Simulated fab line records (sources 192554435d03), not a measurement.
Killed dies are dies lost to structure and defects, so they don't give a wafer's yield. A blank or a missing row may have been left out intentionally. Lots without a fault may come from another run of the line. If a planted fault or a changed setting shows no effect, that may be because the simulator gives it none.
What tool caused it?	flow n5Finfet	45 wafers from 15 lots sampled at 4 of the route's 1938 steps

== WHAT EACH GAUGE READ, for each wafer ==
No reading from a measuring or inspecting step in the record can be judged against a usual standard deviation.

== TOOL THAT RAN EACH LOT (tool first, then ch and the chambers of the sampled wafers, then the start) ==
lot	N5_HKMG_FIN_ALD_72	N5_GATE_CUT_HM_DEP_46	N5_GATE_CUT_DEVELOP_12	N5_GATE_CUT_STRIP_41
L798	cvdW-02 ch 0,1, day 5 12:39	pecvd-03 ch 0,1,2, day 5 16:46	lithoTrack-03 ch 0, day 5 17:10	rieDiel-04 ch 0,1,2, day 5 17:34
L799	cvdW-01 ch 0,1, day 5 14:44	pecvd-02 ch 1,2, day 5 19:12	lithoTrack-04 ch 0, day 5 19:29	rieDiel-05 ch 1,2,3, day 5 19:56
L800	cvdW-02 ch 0,1, day 5 21:07	pecvd-03 ch 0,1, day 6 02:29	lithoTrack-03 ch 0, day 6 02:46	rieDiel-04 ch 0,1,2, day 6 03:34
L801	cvdW-01 ch 0,1, day 6 03:46	pecvd-03 ch 0,1,2, day 6 07:53	lithoTrack-04 ch 0, day 6 08:10	rieDiel-04 ch 2,3, day 6 08:41
L802	cvdW-01 ch 0,1, day 6 11:13	pecvd-04 ch 0,1,2, day 6 15:22	lithoTrack-03 ch 0, day 6 15:39	rieDiel-05 ch 0,1,3, day 6 16:04
L804	cvdW-02 ch 0, day 6 21:55	pecvd-04 ch 0,1, day 7 02:18	lithoTrack-01 ch 0, day 7 02:38	rieDiel-05 ch 2,3, day 7 03:02
L805	cvdW-02 ch 0,1, day 7 04:56	pecvd-02 ch 0,2, day 7 09:21	lithoTrack-03 ch 0, day 7 09:38	rieDiel-02 ch 0,1, day 7 10:02
L806	cvdW-02 ch 0,1, day 7 13:29	pecvd-04 ch 0,1,2, day 7 17:37	lithoTrack-04 ch 0, day 7 17:53	rieDiel-02 ch 1,2,3, day 7 18:18
L807	cvdW-02 ch 0,1, day 7 16:17	pecvd-02 ch 0,2, day 7 20:38	lithoTrack-03 ch 0, day 8 00:51	rieDiel-05 ch 0,1,2, day 8 01:19
L808	cvdW-01 ch 0,1, day 7 22:33	pecvd-03 ch 0,1,2, day 8 02:41	lithoTrack-03 ch 0, day 8 02:59	rieDiel-02 ch 0,2,3, day 8 03:38
L810	cvdW-01 ch 0,1, day 8 08:11	pecvd-04 ch 1,2, day 8 12:19	lithoTrack-01, day 8 12:35	rieDiel-02 ch 1,2,3, day 8 12:59
L811	cvdW-01 ch 0,1, day 8 16:32	pecvd-03 ch 0,1,2, day 8 21:49	lithoTrack-03, day 8 22:05	rieDiel-05 ch 0,1,2, day 8 22:32
L812	cvdW-02 ch 1, day 8 19:16	pecvd-03 ch 0,1,2, day 8 23:59	lithoTrack-04, day 9 00:16	rieDiel-02 ch 0,1,2, day 9 00:41
L816	cvdW-01 ch 0,1, day 9 18:34	pecvd-03 ch 0,1, day 9 22:54	lithoTrack-03 ch 0, day 9 23:18	rieDiel-02 ch 0,2,3, day 9 23:46
L817	cvdW-01 ch 0,1, day 10 05:50	pecvd-02 ch 0,1, day 10 10:14	lithoTrack-01 ch 0, day 10 10:40	rieDiel-05 ch 1,2,3, day 10 11:04
- N5_HKMG_FIN_ALD_72: deposits W, target thk 2 nm, pulse time 1 s, purge time 2 s.
- N5_GATE_CUT_HM_DEP_46: deposits SiO2 from TEOS/O2, target thk 130 nm, time 26.6 s.
- N5_GATE_CUT_DEVELOP_12: develop time 30 s.
- N5_GATE_CUT_STRIP_41: strips in CF4.

== AS READ BY THE TOOLS THEMSELVES (means over the sampled wafers that have a number; for cases with no such wafer, the mark the record gives instead) ==
N5_HKMG_FIN_ALD_72. Usual: heaterPowerW 492 W, standard deviation 64; precursorPulseHeightRel 1.001, standard deviation 0.02.
lot	tool	heaterPowerW (W)	precursorPulseHeightRel	flag
L798	cvdW-02	480	0.987	
L799	cvdW-01	449	1.018	
L800	cvdW-02	489	0.985	
L801	cvdW-01	454	0.999	
L802	cvdW-01	506	1.015	
L804	cvdW-02	473	1.010	
L805	cvdW-02	509	0.995	
L806	cvdW-02	511	0.987	
L807	cvdW-02	501	0.996	
L808	cvdW-01	507	0.980	
L810	cvdW-01	511	0.987	
L811	cvdW-01	514	1.010	
L812	cvdW-02	532	0.997	
L816	cvdW-01	507	1.003	
L817	cvdW-01	451	1.010	

N5_GATE_CUT_HM_DEP_46. Usual: heaterPowerW 599 W, standard deviation 97; showerheadPlenumPTorr 8.34 Torr, standard deviation 0.044; throttleValvePct 18.7 %, standard deviation 0.98.
lot	tool	heaterPowerW (W)	showerheadPlenumPTorr (Torr)	throttleValvePct (%)	flag
L798	pecvd-03	683	8.34	18.9	
L799	pecvd-02	470	8.35	19.6	
L800	pecvd-03	614	8.31	19.6	
L801	pecvd-03	580	8.34	19.0	
L802	pecvd-04	575	8.33	18.1	
L804	pecvd-04	655	8.37	18.3	
L805	pecvd-02	587	8.38	18.7	
L806	pecvd-04	635	8.34	17.9	
L807	pecvd-02	598	8.38	18.7	
L808	pecvd-03	680	8.33	19.0	
L810	pecvd-04	577	8.32	17.7	
L811	pecvd-03	556	8.35	19.0	
L812	pecvd-03	666	8.35	19.1	
L816	pecvd-03	720	8.30	19.7	
L817	pecvd-02	496	8.36	19.1	

N5_GATE_CUT_DEVELOP_12. Usual: chillPlateTempC 23.00 C, standard deviation 0.091.
lot	tool	chillPlateTempC (C)	flag
L798	lithoTrack-03	22.86	
L799	lithoTrack-04	22.99	
L800	lithoTrack-03	23.08	
L801	lithoTrack-04	22.91	
L802	lithoTrack-03	22.99	
L804	lithoTrack-01	22.94	
L805	lithoTrack-03	23.11	
L806	lithoTrack-04	23.03	
L807	lithoTrack-03	23.05	
L808	lithoTrack-03	22.92	
L810	lithoTrack-01	-	OFF
L811	lithoTrack-03	-	OFF
L812	lithoTrack-04	-	OFF
L816	lithoTrack-03	23.01	
L817	lithoTrack-01	22.93	

N5_GATE_CUT_STRIP_41. Usual: drypumpMotorCurrentA 5.6 A, standard deviation 0.44; oesProductAu 0.185 a.u., standard deviation 0.022; rfVppV 271.1 V, standard deviation 1.6; showerheadPlenumPTorr 1.79 Torr, standard deviation 0.072; throttleValvePct 13.65 %, standard deviation 0.18.
lot	tool	drypumpMotorCurrentA (A)	oesProductAu (a.u.)	rfVppV (V)	showerheadPlenumPTorr (Torr)	throttleValvePct (%)	flag
L798	rieDiel-04	5.4	0.180	271.0	1.79	13.75	
L799	rieDiel-05	5.9	0.187	272.1	1.81	13.55	
L800	rieDiel-04	5.4	0.174	271.2	1.79	13.75	
L801	rieDiel-04	6.2	0.200	273.0	1.85	13.71	
L802	rieDiel-05	5.9	0.180	271.1	1.80	13.64	
L804	rieDiel-05	5.8	0.198	272.9	1.85	13.41	
L805	rieDiel-02	5.3	0.204	270.6	1.78	13.64	
L806	rieDiel-02	5.5	0.208	271.0	1.82	13.46	
L807	rieDiel-05	5.7	0.170	270.5	1.75	13.73	
L808	rieDiel-02	5.7	0.194	271.7	1.81	13.57	
L810	rieDiel-02	5.5	0.211	271.3	1.81	13.48	
L811	rieDiel-05	5.7	0.168	269.7	1.74	13.76	
L812	rieDiel-02	5.5	0.194	271.5	1.82	13.63	
L816	rieDiel-02	5.7	0.191	272.2	1.81	13.59	
L817	rieDiel-05	5.9	0.180	271.1	1.80	13.63	

== THE ANSWER, worked out from the rows above alone ==
Rule: lot off if the mean of its wafers having a number is beyond 3 standard deviations from the usual mean. A lot without any number at a reading at which 4 lots or more have one is off too. Any other lot the step has rows for is counted as sound. After the gauges, taken in route order, come the tools' own readings; for these a lot's mean is taken, as printed above. The first step at which some lot is off is used, and at that step the reading that is off furthest; a lot without a number counts as furthest.
Off, at N5_GATE_CUT_DEVELOP_12 on chillPlateTempC: L810, L811, L812. Without a number there: L810, L811, L812.
If a tool, at that step or one of the process steps before it, ran each lot that is off and ran no sound lot following the first of them, it fits. No candidate that was tried fits.

== WHAT WAS PUT IN BY THE SIMULATOR ==
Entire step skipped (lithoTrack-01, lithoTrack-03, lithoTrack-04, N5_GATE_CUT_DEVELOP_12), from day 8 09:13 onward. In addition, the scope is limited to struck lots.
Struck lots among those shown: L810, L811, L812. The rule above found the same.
